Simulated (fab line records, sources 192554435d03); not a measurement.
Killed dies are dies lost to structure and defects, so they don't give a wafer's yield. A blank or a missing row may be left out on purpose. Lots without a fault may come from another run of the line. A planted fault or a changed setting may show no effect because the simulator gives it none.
Which tool did it? | flow n5_finfet | 8 lots, 24 wafers sampled, at 7 steps of a route of 1938

WHAT THE GAUGES READ, wafer by wafer
N5_GATE_CUT_CD_MEAS_13: target cd 20 nm.
lot  | measured     | on        | cd_nm (nm)
L698 | day 5 01:07  | cd_sem-01 | 19.68 19.77 19.79
L700 | day 5 10:53  | cd_sem-01 | 20.02 20.08 20.22
L702 | day 6 01:31  | cd_sem-01 | 19.97 19.96 19.88
L708 | day 7 11:05  | cd_sem-02 | 19.90 20.06 19.70
L709 | day 7 17:02  | cd_sem-02 | 19.65 19.84 20.07
L710 | day 7 22:10  | cd_sem-01 | 19.67 19.81 20.22
L714 | day 9 13:04  | cd_sem-02 | 19.96 20.00 19.97
L719 | day 10 07:19 | cd_sem-03 | 20.08 19.89 20.22

N5_GATE_CUT_THK_MEAS_24.
lot  | measured     | on            | GC_FILL_THK (nm)
L698 | day 5 04:52  | film_metro-02 | 215.7 220.2 219.5
L700 | day 5 13:38  | film_metro-02 | 236.7 218.2 223.3
L702 | day 6 04:16  | film_metro-01 | 236.3 221.6 239.3
L708 | day 7 14:05  | film_metro-01 | 215.3 217.5 219.8
L709 | day 7 20:03  | film_metro-02 | 219.4 220.2 219.8
L710 | day 8 01:17  | film_metro-01 | 220.1 220.4 223.2
L714 | day 9 15:53  | film_metro-01 | 219.8 217.7 220.7
L719 | day 10 10:04 | film_metro-02 | 218.1 223.0 221.7

N5_BEOL_M4_RC_MEAS_101.
lot  | measured     | on        | DIBL_N (mV/V)  | DIBL_P (mV/V)  | IOFF_N (nA/um)    | IOFF_P (nA/um) | ION_N (uA/um) | ION_P (uA/um) | SS_N (mV/dec)  | SS_P (mV/dec)  | VT_N (mV)         | VT_P (mV)
L698 | day 8 02:20  | prober-01 | 35.1 34.4 34.1 | 35.1 34.7 33.3 | 0.140 0.130 0.114 | 0.18 0.18 0.16 | 670 663 656   | 458 461 449   | 71.4 70.9 71.2 | 73.4 73.1 72.0 | 250.7 255.0 254.7 | -254 -254 -255
L700 | day 8 18:03  | prober-02 | 34.7 36.7 35.4 | 34.0 37.3 35.1 | 0.134 0.164 0.147 | 0.16 0.21 0.17 | 658 661 650   | 450 457 446   | 70.6 71.9 71.8 | 72.6 73.3 72.7 | 253.2 253.0 254.2 | -257 -250 -256
L702 | day 9 10:29  | prober-01 | 37.8 38.4 39.3 | 37.8 38.4 39.3 | 0.168 0.180 0.192 | 0.21 0.22 0.24 | 684 689 680   | 461 461 463   | 72.0 71.5 71.3 | 73.6 74.4 74.3 | 253.7 249.0 251.1 | -250 -250 -253
L708 | day 11 11:46 | prober-02 | 34.4 37.1 36.1 | 33.6 37.9 35.3 | 0.128 0.175 0.154 | 0.15 0.22 0.17 | 658 672 674   | 446 456 456   | 70.3 71.5 71.2 | 72.3 74.1 72.9 | 251.3 248.8 248.4 | -258 -250 -251
L709 | day 11 09:55 | prober-02 | 36.5 35.6 36.6 | 35.8 35.8 36.3 | 0.149 0.133 0.158 | 0.23 0.24 0.24 | 669 668 687   | 466 473 477   | 72.0 71.4 71.9 | 73.0 73.2 73.9 | 250.0 252.2 248.9 | -248 -245 -247
L710 | day 11 15:15 | prober-01 | 36.2 39.3 38.4 | 37.1 40.7 39.7 | 0.157 0.232 0.198 | 0.25 0.31 0.31 | 685 699 686   | 473 480 474   | 70.6 72.4 71.0 | 73.1 74.5 74.5 | 247.2 243.7 244.2 | -246 -241 -240
L714 | day 12 17:14 | prober-01 | 35.9 37.0 38.6 | 35.2 37.2 40.1 | 0.144 0.162 0.212 | 0.20 0.23 0.30 | 699 691 705   | 475 467 488   | 71.7 71.6 72.1 | 73.5 74.1 74.0 | 248.9 248.4 245.7 | -250 -251 -242
L719 | day 14 01:01 | prober-01 | 38.4 36.2 36.0 | 38.9 36.3 35.3 | 0.223 0.157 0.158 | 0.30 0.23 0.21 | 690 666 675   | 478 461 461   | 73.0 71.9 71.6 | 74.6 73.7 72.9 | 246.9 252.2 252.8 | -245 -248 -252

WHICH TOOL RAN EACH LOT (tool, then ch and the chambers of the sampled wafers, then the start)
lot  | N5_GATE_CUT_HM_DEP_46          | N5_GATE_CUT_ETCH_37               | N5_GATE_CUT_HM_OPEN_40            | N5_GATE_CUT_STRIP_21
L698 | pecvd-04 ch 0,1, day 5 00:47   | rie_diel-06 ch 0,1, day 5 01:19   | rie_diel-06 ch 0,1, day 5 01:24   | plasma_asher-02 ch 0,1, day 5 01:55
L700 | pecvd-04 ch 0,1,2, day 5 10:33 | rie_diel-01 ch 0,1,2, day 5 11:05 | rie_diel-01 ch 0,1,2, day 5 11:10 | plasma_asher-02 ch 0,1, day 5 11:41
L702 | pecvd-04 ch 1,2, day 6 01:11   | rie_diel-01 ch 0,2, day 6 01:43   | rie_diel-01 ch 0,2, day 6 01:48   | plasma_asher-02 ch 0,1, day 6 02:19
L708 | pecvd-01 ch 0,1, day 7 10:44   | rie_diel-03 ch 0,1,3, day 7 11:18 | rie_diel-03 ch 0,1,3, day 7 11:23 | plasma_asher-01 ch 0,1, day 7 12:08
L709 | pecvd-01 ch 0,1,2, day 7 16:42 | rie_diel-06 ch 2,3, day 7 17:14   | rie_diel-06 ch 2,3, day 7 17:19   | plasma_asher-02 ch 0,1, day 7 18:08
L710 | pecvd-02 ch 1,2, day 7 21:40   | rie_diel-06 ch 0,1,3, day 7 22:45 | rie_diel-06 ch 0,1,3, day 7 22:50 | plasma_asher-02 ch 0,1, day 7 23:21
L714 | pecvd-04 ch 0,1, day 9 12:35   | rie_diel-01 ch 0,1,2, day 9 13:17 | rie_diel-01 ch 0,1,2, day 9 13:22 | plasma_asher-01 ch 0,1, day 9 13:57
L719 | pecvd-04 ch 0,1, day 10 06:58  | rie_diel-03 ch 1,3, day 10 07:32  | rie_diel-03 ch 1,3, day 10 07:37  | plasma_asher-01 ch 0, day 10 08:08
- N5_GATE_CUT_HM_DEP_46: deposits SiO2 from TEOS/O2, target thk 130 nm, time 26.6 s.
- N5_GATE_CUT_ETCH_37: etches SOC in N2/H2, target depth 60 nm, overetch 12 nm, time 90 s.
- N5_GATE_CUT_HM_OPEN_40: chemistry C4F6/O2, target SiO2, target depth 139 nm, time 85.1 s.
- N5_GATE_CUT_STRIP_21: strips in N2/H2, time 30 s.

WHAT THE TOOLS THEMSELVES READ (means of the sampled wafers that have a number; where no wafer has one, the mark that the record gives instead)
N5_GATE_CUT_HM_DEP_46.
lot  | tool     | heater_power_w (W) | rf_fwd_power_W (W) | showerhead_plenum_p_Torr (Torr) | throttle_valve_pct (%)
L698 | pecvd-04 | 543                | 890                | 8.31                            | 18.9
L700 | pecvd-04 | 505                | 890                | 8.34                            | 18.8
L702 | pecvd-04 | 475                | 891                | 8.34                            | 18.8
L708 | pecvd-01 | 507                | 891                | 8.37                            | 18.3
L709 | pecvd-01 | 562                | 896                | 8.35                            | 18.3
L710 | pecvd-02 | 798                | 888                | 8.35                            | 18.8
L714 | pecvd-04 | 518                | 894                | 8.30                            | 19.0
L719 | pecvd-04 | 490                | 890                | 8.31                            | 19.0

N5_GATE_CUT_ETCH_37.
lot  | tool        | drypump_motor_current_A (A) | oes_product_au (a.u.) | rf_fwd_power_W (W) | rf_vpp_V (V) | showerhead_plenum_p_Torr (Torr) | throttle_valve_pct (%)
L698 | rie_diel-06 | 5.9                         | 0.68                  | 836                | 522.3        | 2.45                            | 17.83
L700 | rie_diel-01 | 5.3                         | 0.70                  | 833                | 524.9        | 2.59                            | 17.85
L702 | rie_diel-01 | 5.5                         | 0.70                  | 830                | 523.4        | 2.55                            | 17.95
L708 | rie_diel-03 | 5.8                         | 0.69                  | 831                | 525.8        | 2.62                            | 17.85
L709 | rie_diel-06 | 5.2                         | 0.78                  | 835                | 524.4        | 2.55                            | 17.48
L710 | rie_diel-06 | 5.7                         | 0.68                  | 835                | 524.2        | 2.52                            | 17.77
L714 | rie_diel-01 | 5.3                         | 0.67                  | 834                | 524.8        | 2.57                            | 17.91
L719 | rie_diel-03 | 5.5                         | 0.68                  | 837                | 525.7        | 2.61                            | 17.93

N5_GATE_CUT_HM_OPEN_40.
lot  | tool        | drypump_motor_current_A (A) | etch_rf_on_time_s (s) | oes_f_703_au (a.u.) | oes_product_au (a.u.) | rf_fwd_power_W (W) | rf_vpp_V (V) | showerhead_plenum_p_Torr (Torr) | throttle_valve_pct (%)
L698 | rie_diel-06 | 5.8                         | 94.2                  | 0.76                | 0.69                  | 342.2              | 660          | 2.77                            | 21.03
L700 | rie_diel-01 | 5.3                         | 96.7                  | 0.79                | 0.70                  | 340.8              | 654          | 2.90                            | 21.04
L702 | rie_diel-01 | 5.5                         | 100.2                 | 0.81                | 0.72                  | 341.3              | 653          | 2.88                            | 21.19
L708 | rie_diel-03 | 5.9                         | 92.7                  | 0.76                | 0.70                  | 341.9              | 667          | 2.91                            | 20.82
L709 | rie_diel-06 | 5.3                         | 92.2                  | 0.85                | 0.80                  | 342.8              | 684          | 2.86                            | 20.59
L710 | rie_diel-06 | 5.7                         | 94.2                  | 0.76                | 0.69                  | 341.4              | 671          | 2.84                            | 20.96
L714 | rie_diel-01 | 5.4                         | 92.9                  | 0.76                | 0.68                  | 341.4              | 654          | 2.89                            | 21.08
L719 | rie_diel-03 | 5.5                         | 93.4                  | 0.76                | 0.68                  | 341.9              | 656          | 2.91                            | 20.97

N5_GATE_CUT_STRIP_21.
lot  | tool            | drypump_motor_current_A (A) | heater_power_w (W)
L698 | plasma_asher-02 | 5.9                         | 397
L700 | plasma_asher-02 | 5.9                         | 401
L702 | plasma_asher-02 | 6.2                         | 410
L708 | plasma_asher-01 | 5.8                         | 323
L709 | plasma_asher-02 | 5.9                         | 395
L710 | plasma_asher-02 | 6.2                         | 411
L714 | plasma_asher-01 | 5.4                         | 321
L719 | plasma_asher-01 | 6.2                         | 338

THE ANSWER, worked out from the rows above alone
Rule: what is usual is taken from the lots themselves. Put in order of their means at a reading, lots are off if they are a third of the lots or fewer, leave a main group of 4 or more, and stand apart from it by a gap of 3 or more times the standard deviation of the main group's means; of several such gaps the widest counts. A main group whose means are all the same, to the digits that the tables above print for the reading, isn't used. A lot without any number at a reading at which 4 lots or more have one is off too. The other lots that the step has rows for count as sound. The gauges are gone through in route order, then the tools' own readings, and for those a lot's mean is taken as printed above. The first step at which some lot is off is used, and at that step the reading that is off furthest; a lot without a number counts as furthest.
Off: L700, L702, at N5_GATE_CUT_THK_MEAS_24 (GC_FILL_THK). The main group: mean 219.6 nm, standard deviation 1.3.
A tool fits if, at a process step before that reading, it ran every lot that is off, and no sound lot after the first of them. The gauges at N5_GATE_CUT_THK_MEAS_24 aren't tried: what is off there is off at N5_GATE_CUT_HM_OPEN_40 too, on other tools, and a gauge's error can't cause that. None of those tried fits.

WHAT THE SIMULATOR HAD PUT IN
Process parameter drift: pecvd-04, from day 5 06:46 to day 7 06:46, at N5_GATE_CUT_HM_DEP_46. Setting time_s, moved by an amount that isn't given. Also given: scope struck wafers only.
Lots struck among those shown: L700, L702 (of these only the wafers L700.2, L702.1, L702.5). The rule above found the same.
